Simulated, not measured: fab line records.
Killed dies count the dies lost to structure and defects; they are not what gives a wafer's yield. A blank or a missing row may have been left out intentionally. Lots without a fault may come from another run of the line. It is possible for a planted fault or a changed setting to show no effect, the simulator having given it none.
fab line records	flow nandHarc
[record] lots = 13	wafers = 39	lastDay = 31
route steps=1302 shown A_BLC@1126 A_M0@1142
lots that met no fault: from a run of the same line without faults
startH: the number of hours between the record's first day and the start of the first shown wafer of the lot	waitH: time in hours since the lot's previous step	" repeats the value in the row above	L1.1+2: a single row standing in for several wafers	- no value, or no start was given	* or withheld: withheld	< > ~ a bound
route shown NAME@n: a module of which the file shows steps, and the number in the route of the first	usual: mean/standard deviation taken from wafers without a fault	same: alike in all rows	chamber/n: place in a boat	sites: readings site by site	_std_site: standard deviation of those values	_edge_site: outer sites' mean less inner sites'	radiusMm: how far each site lies from the wafer's centre	mask NAME#n: copy n	behind: the most recent tool/chamber to have shaped the wafer	hold: reason for holding the lot/hours on hold/outcome of the hold	device: names the non-switching transistor (n, p or np)	end of line: tests run on the same wafers once the route is complete	for a step that has no rows: nothing shown but its recipe	killed: dies that structure and defects cost at the first sort, which is not the same as the wafer's yield	map: shows each die of a wafer: x if killed, . if not, _ if none is there
set.NAME: the setting as run; set.NAME@STEP: as run at that earlier step	model.NAME: the simulator's own value behind a step, which no gauge read
steps of the route over a sample of lots; a table a step, a row a wafer
services: when a tool's chamber went out of use (startH, in hours from the record's first day, below 0 if earlier), for how many hours, and the reason
[[steps]]
[step NHARC_A_BLC_STRIP_21]
[recipe] o2FlowSccm = 500	arFlowSccm = 0	biasW = 0	chemistry = O2
[usual] drypumpMotorCurrentA = 5.7/0.46	o2FlowSccm = 499.9/1.7	oesProductAu = 0.994/0.011	rfVppV = 57.8/0.82	showerheadPlenumPTorr = 3.54/0.16	throttleValvePct = 17.036/0.0095
lot.wafer	tool	chamber	startH	waitH	drypumpMotorCurrentA	o2FlowSccm	oesProductAu	rfHoursCounterH	rfVppV	showerheadPlenumPTorr	throttleValvePct
L920.2	rieDiel-06	1	530.06	0.1	5.0	500.5	1.007	2	58.7	3.37	17.040
L920.1	"	2	"	"	5.7	501.1	0.983	2	57.0	3.57	17.044
L920.6	"	3	"	"	5.8	499.0	1.001	-	58.9	3.78	17.044
L921.4	rieDiel-06	1	531.79	0.1	4.9	500.1	0.996	2	57.7	3.37	17.034
L921.2	"	2	"	"	5.7	503.4	0.989	2	58.0	3.57	17.042
L921.3	"	3	"	"	5.8	500.0	0.995	2	57.8	3.78	17.045
L922.2	rieDiel-07	1	538.91	0.1	6.4	500.4	0.991	6	58.1	3.57	17.030
L922.1	"	3	"	"	5.2	501.3	1.002	4	57.2	3.44	17.017
L922.5	"	1	"	"	6.4	501.2	1.004	-	57.5	3.57	17.044
L923.4	rieDiel-06	2	539.63	0.1	5.8	501.3	0.983	3	58.8	3.57	17.019
L923.2	"	1	"	"	4.9	501.7	1.006	3	58.1	3.37	17.029
L923.6	"	2	"	"	5.7	500.2	0.985	-	56.1	3.57	17.053
L924.3	rieDiel-07	1	562.00	0.1	6.4	498.7	0.993	6	59.4	3.57	17.022
L924.2	"	3	"	"	5.2	495.9	1.007	5	58.0	3.44	17.024
L924.6	"	1	"	"	6.4	499.7	1.007	-	59.3	3.57	17.040
L927.3	rieDiel-06	1	578.99	0.1	4.9	498.7	1.010	6	56.9	3.37	17.042
L927.1	"	2	"	"	5.7	501.7	0.993	6	58.1	3.57	17.046
L927.6	"	1	"	"	4.9	501.2	1.003	-	56.8	3.37	17.050
L930.3	rieDiel-07	3	613.40	0.1	5.2	500.4	1.005	10	56.9	3.43	17.047
L930.5	"	0	"	"	5.4	499.4	0.999	-	56.8	3.33	17.027
L930.6	"	1	"	"	6.4	500.5	1.005	-	57.8	3.57	17.037
L929.2	rieDiel-07	3	617.86	0.1	5.2	498.8	0.990	10	57.7	3.43	17.033
L929.1	"	0	"	"	5.4	501.2	0.998	10	58.7	3.33	17.031
L929.5	"	2	"	"	6.4	497.9	0.986	-	57.6	3.43	17.024
L931.3	rieDiel-03	2	627.12	0.1	5.8	500.8	0.996	37	57.8	3.54	17.050
L931.5	"	2	"	"	5.8	499.6	1.000	-	57.5	3.54	17.045
L931.6	"	3	"	"	5.8	499.8	1.010	-	58.0	3.56	17.023
L932.3	rieDiel-06	3	647.45	0.1	5.9	501.8	0.979	10	59.0	3.77	17.032
L932.2	"	0	"	"	5.9	497.4	0.998	10	58.9	3.76	17.033
L932.6	"	2	"	"	5.7	502.4	0.983	-	57.7	3.56	17.031
L934.4	rieDiel-03	3	669.00	0.6	5.9	498.2	0.981	6	59.3	3.56	17.018
L934.5	"	2	"	"	5.8	499.7	0.979	-	58.7	3.53	17.034
L934.6	"	3	"	"	5.9	501.7	0.989	-	56.8	3.56	17.042
L937.2	rieDiel-06	0	699.10	0.1	6.0	502.6	0.980	2	58.0	3.75	17.047
L937.3	"	1	"	"	4.9	500.9	0.981	2	56.8	3.36	17.058
L937.6	"	2	"	"	5.7	499.2	0.980	-	58.5	3.56	17.023
L938.1	rieDiel-07	2	703.93	0.1	6.4	499.1	0.998	5	59.8	3.43	17.028
L938.5	"	0	"	"	5.4	501.3	1.003	-	56.8	3.33	17.032
L938.6	"	1	"	"	6.4	499.6	1.004	-	59.5	3.57	17.036
[step NHARC_A_BLC_PVD_32]
[recipe] targetThkA = 50	chamberPressurePa = 5	powerW = 5000	substrateTempC = 200	timeS = 17.7	material = Ti
[usual] throttleValvePct = 30.1/0.97
lot.wafer	tool	chamber	startH	waitH	throttleValvePct
L920.2	pvdSputter-03	-	-	-	29.7
L920.1	"	-	"	"	28.9
L920.6	"	-	"	"	29.8
L921.2	pvdSputter-02	-	-	-	30.4
L921.4	"	-	"	"	30.7
L921.3	"	-	"	"	30.6
L922.2	pvdSputter-02	-	-	-	30.8
L922.1	"	-	"	"	30.6
L922.5	"	-	"	"	30.7
L923.4	pvdSputter-01	-	-	-	30.1
L923.2	"	-	"	"	29.3
L923.6	"	-	"	"	29.4
L924.3	pvdSputter-03	-	-	-	29.7
L924.2	"	-	"	"	28.2
L924.6	"	-	"	"	29.5
L927.3	pvdSputter-02	-	-	-	30.5
L927.1	"	-	"	"	30.6
L927.6	"	-	"	"	30.3
L930.3	pvdSputter-03	-	-	-	28.2
L930.5	"	-	"	"	30.0
L930.6	"	-	"	"	30.4
L929.1	pvdSputter-03	-	-	-	29.6
L929.2	"	-	"	"	30.7
L929.5	"	-	"	"	28.4
L931.3	pvdSputter-02	-	-	-	30.9
L931.6	"	-	"	"	30.5
L931.5	"	-	"	"	30.7
L932.3	pvdSputter-01	-	-	-	30.3
L932.2	"	-	"	"	28.5
L932.6	"	-	"	"	30.2
L934.4	pvdSputter-01	-	-	-	28.6
L934.5	"	-	"	"	31.1
L934.6	"	-	"	"	30.4
L937.3	pvdSputter-01	-	-	-	31.8
L937.2	"	-	"	"	30.2
L937.6	"	-	"	"	32.0
L938.1	pvdSputter-03	-	-	-	29.9
L938.6	"	-	"	"	29.4
L938.5	"	-	"	"	29.8
[step NHARC_A_M0_SOFTBAKE_04]
[recipe] tempC = 105	timeS = 55
[usual] heaterPowerTotalW = 188.44/0.13	plateTempC = 104.95/0.12
lot.wafer	tool	chamber	startH	waitH	heaterPowerTotalW	plateTempC
L920.1	lithoTrack-01	0	532	-	188.40	104.88
L920.2	"	0	"	"	188.69	104.91
L920.6	"	0	"	"	188.52	104.83
L921.2	lithoTrack-04	0	534	-	188.42	105.01
L921.3	"	0	"	"	188.52	105.04
L921.4	"	0	"	"	188.39	104.94
L922.1	lithoTrack-01	0	541	-	188.47	104.92
L922.2	"	0	"	"	188.70	104.83
L922.5	"	0	"	"	188.38	104.61
L923.2	lithoTrack-01	0	542	-	188.40	104.76
L923.4	"	0	"	"	188.72	104.75
L923.6	"	0	"	"	188.46	104.94
L924.2	lithoTrack-01	0	564	-	188.34	104.99
L924.3	"	0	"	"	188.38	104.78
L924.6	"	0	"	"	188.48	105.02
L927.1	lithoTrack-06	0	581	-	188.30	104.95
L927.3	"	0	"	"	188.50	105.17
L927.6	"	0	"	"	188.51	104.93
L930.3	lithoTrack-04	0	615	-	188.52	104.89
L930.5	"	0	"	"	188.30	104.76
L930.6	"	0	"	"	188.38	104.93
L929.1	lithoTrack-01	0	620	-	188.67	104.85
L929.2	"	0	"	"	188.41	104.87
L929.5	"	0	"	"	188.33	104.82
L931.3	lithoTrack-06	0	629	-	188.36	105.08
L931.5	"	0	"	"	188.32	104.97
L931.6	"	0	"	"	188.70	105.03
L932.2	lithoTrack-04	0	649	-	188.44	105.00
L932.3	"	0	"	"	188.41	104.77
L932.6	"	0	"	"	188.36	105.16
L934.4	lithoTrack-06	0	671	-	188.36	105.04
L934.5	"	0	"	"	188.30	105.08
L934.6	"	0	"	"	188.38	104.98
L937.2	lithoTrack-01	0	701	-	174.95	104.95
L937.3	"	0	"	"	175.07	105.07
L937.6	"	0	"	"	174.91	104.83
L938.1	lithoTrack-01	0	706	-	174.95	105.03
L938.5	"	0	"	"	174.97	105.12
L938.6	"	0	"	"	175.07	104.91
[step NHARC_A_M0_INSPECT_27]
[usual] rawDefectCount = 533/130
lot.wafer	tool	chamber	startH	waitH	rawDefectCount
L920.1	defectInspect-02	-	535.43	0.0	604
L920.2	"	-	"	"	661
L920.6	"	-	"	"	771
L921.2	defectInspect-01	-	537.22	0.0	502
L921.3	"	-	"	"	625
L921.4	"	-	"	"	616
L922.1	defectInspect-02	-	544.50	0.0	393
L922.2	"	-	"	"	469
L922.5	"	-	"	"	535
L923.2	defectInspect-01	-	545.56	0.0	377
L923.4	"	-	"	"	348
L923.6	"	-	"	"	322
L924.2	defectInspect-01	-	567.77	0.0	500
L924.3	"	-	"	"	455
L924.6	"	-	"	"	460
L927.1	defectInspect-02	-	584.33	0.0	804
L927.3	"	-	"	"	599
L927.6	"	-	"	"	638
L930.3	defectInspect-01	-	618.76	0.0	430
L930.5	"	-	"	"	468
L930.6	"	-	"	"	525
L929.1	defectInspect-02	-	623.23	0.0	406
L929.2	"	-	"	"	492
L929.5	"	-	"	"	344
L931.3	defectInspect-01	-	632.37	0.0	304
L931.5	"	-	"	"	509
L931.6	"	-	"	"	372
L932.2	defectInspect-02	-	652.78	0.0	418
L932.3	"	-	"	"	511
L932.6	"	-	"	"	436
L934.4	defectInspect-02	-	674.52	0.0	512
L934.5	"	-	"	"	458
L934.6	"	-	"	"	516
L937.2	defectInspect-01	-	704.43	0.0	611
L937.3	"	-	"	"	474
L937.6	"	-	"	"	587
L938.1	defectInspect-01	-	709.15	0.0	501
L938.5	"	-	"	"	360
L938.6	"	-	"	"	432
[[services]]
tool	chamber	startH	hours	kind
rieDiel-06	0	517.82	-	clean
rieDiel-07	3	524.02	6.2	repair
lithoTrack-06	-	529.00	7.0	pm
pvdSputter-01	-	530.60	2.3	repair
pvdSputter-03	-	531.37	10.0	pm
pvdSputter-01	-	535.65	0.8	repair
lithoTrack-04	-	553.00	7.0	pm
rieDiel-03	-	565.19	7.5	repair
pvdSputter-01	-	582.00	10.0	pm
pvdSputter-01	-	606.46	3.1	repair
rieDiel-06	1	609.44	2.8	repair
rieDiel-06	3	634.62	7.7	repair
rieDiel-03	-	635.48	9.0	pm
rieDiel-06	2	636.69	6.9	repair
pvdSputter-02	-	638.02	10.0	pm
rieDiel-07	-	649.24	9.0	pm
pvdSputter-02	-	658.04	2.0	repair
rieDiel-06	3	658.72	21.6	repair
rieDiel-06	-	661.23	9.0	pm
pvdSputter-01	-	667.06	2.0	repair
rieDiel-03	0	671.03	6.0	repair
lithoTrack-01	-	680.00	7.0	pm
pvdSputter-02	-	695.14	5.3	repair
lithoTrack-06	-	704.01	7.0	pm
[[key]]
[firstSign] step = NHARC_A_M0_SOFTBAKE_04	reading = heaterPowerTotalW	direction = down	sigmas = 99+	usual = *	struck = *
effect none on later readings
metAt NHARC_A_M0_SOFTBAKE_04
struckLots L937,L938
[loopTrim] step = NHARC_A_M0_EXPOSE_06	setting = dose	lots = L938
notActingAt NHARC_A_BLC_STRIP_21,NHARC_A_BLC_PVD_32,NHARC_A_M0_INSPECT_27
onsetBetween 620 701
[fault] kind = processParameterDrift	tool = lithoTrack-01	chamber = -	onsetH = 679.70	steps = NHARC_A_M0_SOFTBAKE_04	channel = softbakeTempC	offset = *	shape = step	endH = 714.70	actsIn = *	stated = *
// loopTrim: a control loop set the setting to another value than it would have without faults
